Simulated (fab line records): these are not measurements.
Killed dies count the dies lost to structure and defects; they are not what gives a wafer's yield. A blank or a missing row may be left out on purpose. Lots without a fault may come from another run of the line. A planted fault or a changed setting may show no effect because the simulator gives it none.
The tool behind it: which one?	flow nand-harc	12 lots, 36 wafers sampled, at 3 steps of a route of 1159

## WHAT EACH GAUGE READ, for each wafer
NHARC_P_M0_INSPECT_27.
lot	measured	on	raw-defect-count
L075	day 6 12:01	defect-inspect-01	87 265 152
L077	day 6 15:25	defect-inspect-01	311 349 210
L079	day 7 04:59	defect-inspect-01	300 285 221
L081	day 7 15:58	defect-inspect-01	140 188 267
L083	day 8 06:54	defect-inspect-01	260 241 176
L085	day 8 20:17	defect-inspect-02	316 240 209
L087	day 9 08:51	defect-inspect-02	242 315 139
L089	day 10 00:50	defect-inspect-01	256 438 321
L091	day 10 01:32	defect-inspect-02	370 306 283
L093	day 10 17:51	defect-inspect-01	287 256 528
L095	day 11 03:11	defect-inspect-02	176 193 94
L097	day 11 19:35	defect-inspect-02	208 173 210

## WHICH TOOL RAN EACH LOT (tool, then ch and the chambers of the sampled wafers, then the start)
lot	NHARC_P_ZERO_WELL_DESCUM_26	NHARC_P_GATE_DESCUM_13
L075	rie-diel-01 ch 2,3, day 1 20:47	rie-diel-08 ch 0,2,3, day 4 06:00
L077	rie-diel-07 ch 1,2, day 2 08:43	rie-diel-10 ch 0,2,3, day 4 21:50
L079	rie-diel-01 ch 2,3, day 2 20:44	rie-diel-10 ch 0,2,3, day 5 11:09
L081	rie-diel-03 ch 0,2,3, day 3 08:41	rie-diel-11 ch 0,2,3, day 5 18:38
L083	rie-diel-03 ch 0,2,3, day 3 20:55	rie-diel-08 ch 0,2,3, day 6 13:56
L085	rie-diel-01 ch 0,3, day 4 08:31	rie-diel-11 ch 0,1, day 6 22:59
L087	rie-diel-03 ch 0,1,2, day 4 20:40	rie-diel-11 ch 0,1, day 7 10:34
L089	rie-diel-01 ch 0,2,3, day 5 08:47	rie-diel-10 ch 1,2,3, day 7 20:59
L091	rie-diel-03 ch 1,2,3, day 5 20:29	rie-diel-11 ch 0,1,2, day 8 02:40
L093	rie-diel-07 ch 0,1,3, day 6 08:53	rie-diel-08 ch 1,2, day 8 22:02
L095	rie-diel-07 ch 0,2,3, day 6 20:37	rie-diel-08 ch 0,1,2, day 9 09:22
L097	rie-diel-07 ch 2,3, day 7 08:46	rie-diel-08 ch 0,1,2, day 9 21:17
- NHARC_P_ZERO_WELL_DESCUM_26: chemistry O2, time 3 s.
- NHARC_P_GATE_DESCUM_13: chemistry O2, time 3 s.

## THE ANSWER, worked out from the rows above alone
Rule: the usual values come from the lots themselves. The widest of any qualifying gaps counts: lots, ordered by their means at a reading, are off when they make up no more than a third of the lots, leave a main group of 4 or more, and stand apart from it by 3 or more times the standard deviation of that group's means. Not used: any main group whose means are identical at the precision the tables above print for the reading. Also off: a lot with no number at a reading for which 4 or more lots have one. Any other lot the step has rows for is counted as sound.
Across all readings shown, no lot is off: no conclusion can be drawn from this.

## WHAT HAD BEEN PUT IN BY THE SIMULATOR
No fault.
